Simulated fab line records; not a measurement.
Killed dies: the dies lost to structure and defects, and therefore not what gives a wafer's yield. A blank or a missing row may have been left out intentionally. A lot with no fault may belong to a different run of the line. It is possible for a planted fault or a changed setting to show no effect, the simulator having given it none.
Which of the tools did it? + flow nand_harc + 11 lots with 33 wafers sampled at 6 steps, on a route of 1302 steps

## WHAT THE GAUGES SHOWED, per wafer
NHARC_P_CONTACT_CD_MEAS_12: target cd 90 nm.
| lot  | measured     | on        | cd_nm (nm)     |
|------|--------------|-----------|----------------|
| L991 | day 6 03:33  | cd_sem-03 | 90.3 90.5 89.6 |
| L992 | day 6 04:26  | cd_sem-03 | 89.9 90.8 90.3 |
| L993 | day 6 14:38  | cd_sem-02 | 89.4 89.8 89.1 |
| L998 | day 8 17:50  | cd_sem-01 | 89.8 90.3 90.1 |
| L101 | day 9 21:23  | cd_sem-02 | 87.3 87.7 87.5 |
| L100 | day 9 22:25  | cd_sem-03 | 90.4 90.1 90.6 |
| L109 | day 13 18:32 | cd_sem-01 | 89.1 89.1 89.6 |
| L110 | day 13 23:45 | cd_sem-01 | 90.4 89.1 89.2 |
| L111 | day 14 04:08 | cd_sem-02 | 92.0 91.6 90.9 |
| L112 | day 14 16:54 | cd_sem-03 | 90.5 89.3 88.7 |
| L114 | day 15 09:57 | cd_sem-01 | 89.6 89.7 90.1 |

NHARC_END_SORT_01.
| lot  | measured     | on        | killed_at_array | killed_at_other | killed_at_periphery | killed_dies | killed_open | killed_short |
|------|--------------|-----------|-----------------|-----------------|---------------------|-------------|-------------|--------------|
| L991 | day 25 02:08 | prober-01 | 44 49 48        | 1 1 1           | 5 7 5               | 50 57 54    | 6 8 7       | 5 4 2        |

## EACH LOT AND THE TOOL THAT RAN IT (in order: tool; ch and the chambers of the sampled wafers; start)
| lot  | NHARC_P_CONTACT_EXPOSE_09          | NHARC_P_CONTACT_ETCH_35            | NHARC_P_CONTACT_ETCH_18                       | NHARC_P_CONTACT_CVD_23                   |
|------|------------------------------------|------------------------------------|-----------------------------------------------|------------------------------------------|
| L991 | arfi_scanner-02 ch 0, day 6 03:25  | rie_diel-08 ch 0,1,2, day 6 03:50  | rie_diel-08 ch 0,1,2, day 25 02:08 or earlier | cvd_w-02 ch 0,1, day 25 02:08 or earlier |
| L992 | arfi_scanner-03 ch 0, day 6 04:19  | rie_diel-05 ch 0,3, day 6 04:43    | rie_diel-05 ch 1,2, no start                  | cvd_w-02 ch 0,1, no start                |
| L993 | arfi_scanner-01 ch 0, day 6 14:30  | rie_diel-08 ch 0,1,2, day 6 14:55  | rie_diel-08 ch 0,1,2, no start                | cvd_w-02 ch 0, no start                  |
| L998 | arfi_scanner-03 ch 0, day 8 17:41  | rie_diel-05 ch 0,2,3, day 8 18:07  | rie_diel-05 ch 1,3, no start                  | cvd_w-02 ch 0,1, no start                |
| L101 | arfi_scanner-01 ch 0, day 9 21:15  | rie_diel-05 ch 0,1,3, day 9 21:40  | rie_diel-05 ch 0,1,3, no start                | cvd_w-02 ch 0,1, no start                |
| L100 | arfi_scanner-03 ch 0, day 9 22:17  | rie_diel-02 ch 0,1,2, day 9 22:41  | rie_diel-02 ch 1,2,3, no start                | cvd_w-01 ch 0,1, no start                |
| L109 | arfi_scanner-01 ch 0, day 13 18:23 | rie_diel-05 ch 0,2,3, day 13 18:50 | rie_diel-05 ch 0,3, no start                  | cvd_w-02 ch 0,1, no start                |
| L110 | arfi_scanner-03 ch 0, day 13 23:37 | rie_diel-02 ch 0,2,3, day 14 00:02 | rie_diel-02 ch 0,2,3, no start                | cvd_w-02 ch 0,1, no start                |
| L111 | arfi_scanner-01 ch 0, day 14 03:59 | rie_diel-02 ch 0,2,3, day 14 04:26 | rie_diel-02 ch 2,3, no start                  | cvd_w-01 ch 0,1, no start                |
| L112 | arfi_scanner-01 ch 0, day 14 16:46 | rie_diel-08 ch 1,2,3, day 14 17:11 | rie_diel-08 ch 1,2,3, no start                | cvd_w-01 ch 0,1, no start                |
| L114 | arfi_scanner-01 ch 0, day 15 09:49 | rie_diel-08 ch 0,2,3, day 15 10:13 | rie_diel-08 ch 0,1,2, no start                | cvd_w-02 ch 0,1, no start                |
- NHARC_P_CONTACT_EXPOSE_09: exposes mask P CA, target cd 90 nm.
- NHARC_P_CONTACT_ETCH_35: etches the open film in CF4, target depth 39 nm, time 65 s.
- NHARC_P_CONTACT_ETCH_18: etches the open film in C4F8/O2/Ar, target depth 481 nm, time 240.5 s.
- NHARC_P_CONTACT_CVD_23: deposits W, target thk 200 nm, time 557 s.

## AS READ BY THE TOOLS THEMSELVES (means over the sampled wafers that have a number; for cases with no such wafer, the mark the record gives instead)
NHARC_P_CONTACT_EXPOSE_09.
| lot  | tool            | exposure_dose_mJ_cm2 |
|------|-----------------|----------------------|
| L991 | arfi_scanner-02 | 81.12                |
| L992 | arfi_scanner-03 | 81.20                |
| L993 | arfi_scanner-01 | 81.20                |
| L998 | arfi_scanner-03 | 81.22                |
| L101 | arfi_scanner-01 | 81.26                |
| L100 | arfi_scanner-03 | 81.19                |
| L109 | arfi_scanner-01 | 81.20                |
| L110 | arfi_scanner-03 | 81.24                |
| L111 | arfi_scanner-01 | 81.34                |
| L112 | arfi_scanner-01 | 81.29                |
| L114 | arfi_scanner-01 | 81.26                |

NHARC_P_CONTACT_ETCH_35.
| lot  | tool        | drypump_motor_current_A (A) | oes_product_au (a.u.) | rf_fwd_power_W (W) | rf_vpp_V (V) | showerhead_plenum_p_Torr (Torr) | throttle_valve_pct (%) |
|------|-------------|-----------------------------|-----------------------|--------------------|--------------|---------------------------------|------------------------|
| L991 | rie_diel-08 | 5.6                         | 0.983                 | 297.2              | 150.6        | 1.77                            | 13.283                 |
| L992 | rie_diel-05 | 5.7                         | 0.995                 | 296.9              | 152.6        | 1.83                            | 13.276                 |
| L993 | rie_diel-08 | 5.6                         | 0.992                 | 297.3              | 151.4        | 1.77                            | 13.287                 |
| L998 | rie_diel-05 | 5.7                         | 0.992                 | 297.7              | 152.0        | 1.80                            | 13.285                 |
| L101 | rie_diel-05 | 5.4                         | 0.991                 | 297.3              | 150.6        | 1.76                            | 13.286                 |
| L100 | rie_diel-02 | 5.5                         | 1.004                 | 297.6              | 151.7        | 1.80                            | 13.282                 |
| L109 | rie_diel-05 | 5.7                         | 1.006                 | 297.5              | 151.1        | 1.79                            | 13.285                 |
| L110 | rie_diel-02 | 5.7                         | 1.014                 | 297.2              | 151.5        | 1.78                            | 13.290                 |
| L111 | rie_diel-02 | 5.7                         | 1.002                 | 297.4              | 151.0        | 1.78                            | 13.291                 |
| L112 | rie_diel-08 | 5.8                         | 1.001                 | 297.4              | 151.4        | 1.77                            | 13.282                 |
| L114 | rie_diel-08 | 5.9                         | 1.004                 | 296.6              | 152.0        | 1.79                            | 13.290                 |

NHARC_P_CONTACT_ETCH_18.
| lot  | tool        | oes_product_au (a.u.) | rf_fwd_power_W (W) | rf_vpp_V (V) |
|------|-------------|-----------------------|--------------------|--------------|
| L991 | rie_diel-08 | 0.935                 | 598.4              | 978          |
| L992 | rie_diel-05 | 0.973                 | 599.5              | 975          |
| L993 | rie_diel-08 | 0.963                 | 598.7              | 978          |
| L998 | rie_diel-05 | 0.947                 | 600.7              | 972          |
| L101 | rie_diel-05 | 0.914                 | 596.3              | 977          |
| L100 | rie_diel-02 | 0.965                 | 597.9              | 979          |
| L109 | rie_diel-05 | 0.956                 | 597.7              | 977          |
| L110 | rie_diel-02 | 0.962                 | 596.3              | 979          |
| L111 | rie_diel-02 | 0.966                 | 597.9              | 979          |
| L112 | rie_diel-08 | 0.961                 | 600.0              | 978          |
| L114 | rie_diel-08 | 0.926                 | 598.6              | 978          |

NHARC_P_CONTACT_CVD_23.
| lot  | tool     | heater_power_w (W) | throttle_valve_pct (%) |
|------|----------|--------------------|------------------------|
| L991 | cvd_w-02 | 539                | 7.8                    |
| L992 | cvd_w-02 | 522                | 8.2                    |
| L993 | cvd_w-02 | 519                | 8.3                    |
| L998 | cvd_w-02 | 529                | 8.0                    |
| L101 | cvd_w-02 | 535                | 8.3                    |
| L100 | cvd_w-01 | 468                | 7.8                    |
| L109 | cvd_w-02 | 561                | 7.8                    |
| L110 | cvd_w-02 | 566                | 7.8                    |
| L111 | cvd_w-01 | 484                | 8.1                    |
| L112 | cvd_w-01 | 486                | 7.9                    |
| L114 | cvd_w-02 | 563                | 7.7                    |

## THE ANSWER, worked out from the rows above alone
Rule: the lots themselves supply what counts as usual. The widest of any qualifying gaps counts: lots, ordered by their means at a reading, are off when they make up no more than a third of the lots, leave a main group of 4 or more, and stand apart from it by 3 or more times the standard deviation of that group's means. If all means in a main group match to the digits the tables above print for the reading, that group is not used. A lot without any number at a reading at which 4 lots or more have one is off too. Any other lot the step has rows for is counted as sound. First the gauges in route order, then the tools' own readings, where a lot's mean is used as printed above. The first step at which some lot is off is used, and at that step the reading that is off furthest; a lot without a number counts as furthest.
No lot is off at any reading shown: from this, nothing can be told.

## WHAT THE SIMULATOR HAD PUT IN
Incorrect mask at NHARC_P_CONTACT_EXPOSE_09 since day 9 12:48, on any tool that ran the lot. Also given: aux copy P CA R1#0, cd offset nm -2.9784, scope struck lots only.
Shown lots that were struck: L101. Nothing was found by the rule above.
